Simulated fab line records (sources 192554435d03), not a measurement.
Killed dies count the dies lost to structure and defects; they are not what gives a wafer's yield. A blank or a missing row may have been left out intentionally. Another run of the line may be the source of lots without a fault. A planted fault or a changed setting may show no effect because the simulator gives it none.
Split-lot experiment | flow n5Finfet | 21 wafers read across 7 lots, on a route 1938 steps long

== THE SPLIT ==
At N5_DUMMY_GATE_EXPOSE_12 (exposes mask GATE, target cd 25 nm), the setting doseMj was moved away from the recipe's 34 on 6 of the 21 wafers read, by -3.1% to +7.5%. For the rest of the wafers, this setting stayed at what the recipe calls for.

== FROM THE SPLIT TO THE READING: what the file shows between them, 8 steps ==
- N5_DUMMY_GATE_PEB_13: peb time 60 s
- N5_DUMMY_GATE_DEVELOP_14: develop time 30 s
- N5_DUMMY_GATE_CD_MEAS_15: target cd 25.8 nm
- N5_DUMMY_GATE_ETCH_37: etches SOC in N2/H2, target depth 60 nm, overetch 30 nm (also split here: sourceW)
- N5_DUMMY_GATE_STRIP_38: strips in N2/H2
- N5_DUMMY_GATE_STRIP_39: strips in N2/H2
- N5_DUMMY_GATE_TRIM_49: chemistry O2, time 29 s, target cd 14 nm
- N5_DUMMY_GATE_STRIP_40: strips in CF4

== THE READING ==
cdNm, in nm, at N5_DUMMY_GATE_CD_MEAS_50 (target cd 14 nm). A value of 14.02 nm with a standard deviation of 0.27 nm is what fault-free wafers of this fab line usually give.

wafer  | tool, chamber at the split | doseMj as run | against the recipe | cdNm, nm | against lot-mates on the recipe
L074.1 | euvScanner-01, 0           | 34            | recipe             | 13.88    | -
L074.3 | euvScanner-01, 0           | 34.97         | +2.9%              | 14.07    | +0.06
L074.4 | euvScanner-01, 0           | 34            | recipe             | 14.14    | -
L076.1 | euvScanner-02, 0           | 32.95         | -3.1%              | 14.70    | +0.72
L076.3 | euvScanner-02, 0           | 34            | recipe             | 13.82    | -
L076.6 | euvScanner-02, 0           | 34            | recipe             | 14.14    | -
L077.1 | euvScanner-01, 0           | 34            | recipe             | 14.07    | -
L077.4 | euvScanner-01, 0           | 36.54         | +7.5%              | 12.58    | -1.46
L077.5 | euvScanner-01, 0           | 34            | recipe             | 14.01    | -
L086.1 | euvScanner-02, 0           | 35.87         | +5.5%              | 12.93    | -0.97
L086.5 | euvScanner-02, 0           | 34            | recipe             | 13.90    | -
L086.6 | euvScanner-02, 0           | 35.87         | +5.5%              | 13.50    | -0.40
L088.1 | euvScanner-01, 0           | 34            | recipe             | 14.12    | -
L088.3 | euvScanner-01, 0           | 34            | recipe             | 14.29    | -
L088.6 | euvScanner-01, 0           | 34            | recipe             | 13.96    | -
L094.1 | euvScanner-01, 0           | 34            | recipe             | 14.42    | -
L094.4 | euvScanner-01, 0           | 34            | recipe             | 14.02    | -
L094.5 | euvScanner-01, 0           | 34            | recipe             | 14.31    | -
L096.1 | euvScanner-01, 0           | 32.96         | -3.1%              | 14.06    | +0.62
L096.3 | euvScanner-01, 0           | 34            | recipe             | 13.30    | -
L096.6 | euvScanner-01, 0           | 34            | recipe             | 13.57    | -

FIT RESULTS
A straight line over all 21 wafers: cdNm changes by -0.15 nm for each +1% of doseMj; r = -0.78; the points scatter about the line by 0.31 nm.
The same after taking each lot's own level away (the mean of its wafers on the recipe; 21 wafers): -0.161 nm for each +1%; r = -0.89; scatter 0.21 nm.
The reading moves by 1.2 nm for the largest change in doseMj, on that fit.
The span of the lots' own levels, 13.435 to 14.250 nm, comes to 3.0 times the standard deviation stated above.
So the lot-to-lot level blurs the effect unless lot-mates are compared.
Check: -0.963 nm against its lot-mates is what the line predicts for one of the wafers moved furthest among these (+7.5%) when that wafer is left out of the fit. It came out at -1.46 nm against them.

== ADDITIONAL SPLITS CARRIED BY THESE WAFERS ==
Note: prior to the reading, these wafers also went through further splits. Each is held against what the fit with the lots' levels taken away leaves over:
other split on the same wafers      | wafers away from the commonest value | r with cdNm (lot level and that fit taken away)
N5_WELL_APT_COAT_02 spinRpm         | 5                                    | -0.15
N5_WELL_APT_EXPOSE_22 doseMj        | 10                                   | +0.01
N5_WELL_APT_DEVELOP_24 developTimeS | 8                                    | +0.18
N5_FIN_CUT_COAT_18 spinRpm          | 10                                   | +0.33
N5_FIN_CUT_COAT_19 spinRpm          | 5                                    | -0.27
N5_DUMMY_GATE_ETCH_37 sourceW       | 7                                    | -0.15

== THE WHOLE CHAIN: every reading that the file lists as answering this split, in the file's order ==
step                     | what it does                                                   | reading                                                          | change (the file's fit)               | r (the file's)
N5_DUMMY_GATE_CD_MEAS_15 | target cd 25.8 nm                                              | cdNm                                                             | -0.165 nm for each +1% of the setting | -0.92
N5_DUMMY_GATE_TRIM_49    | chemistry O2, time 29 s, target cd 14 nm                       | DUMMY_GATE.cdNm (the simulator's own value, which no gauge read) | -0.159 nm for each +1% of the setting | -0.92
N5_DUMMY_GATE_CD_MEAS_50 | target cd 14 nm                                                | cdNm                                                             | -0.165 nm for each +1% of the setting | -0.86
N5_DUMMY_GATE_ETCH_44    | etches poly-Si in HBr/O2, stops on SiO2, target depth 127.5 nm | DUMMY_GATE.cdNm (the simulator's own value, which no gauge read) | -0.166 nm for each +1% of the setting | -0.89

== THE FILE'S OWN FIT ==
cdNm changes by -0.165 nm for each +1% of doseMj, r = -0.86.
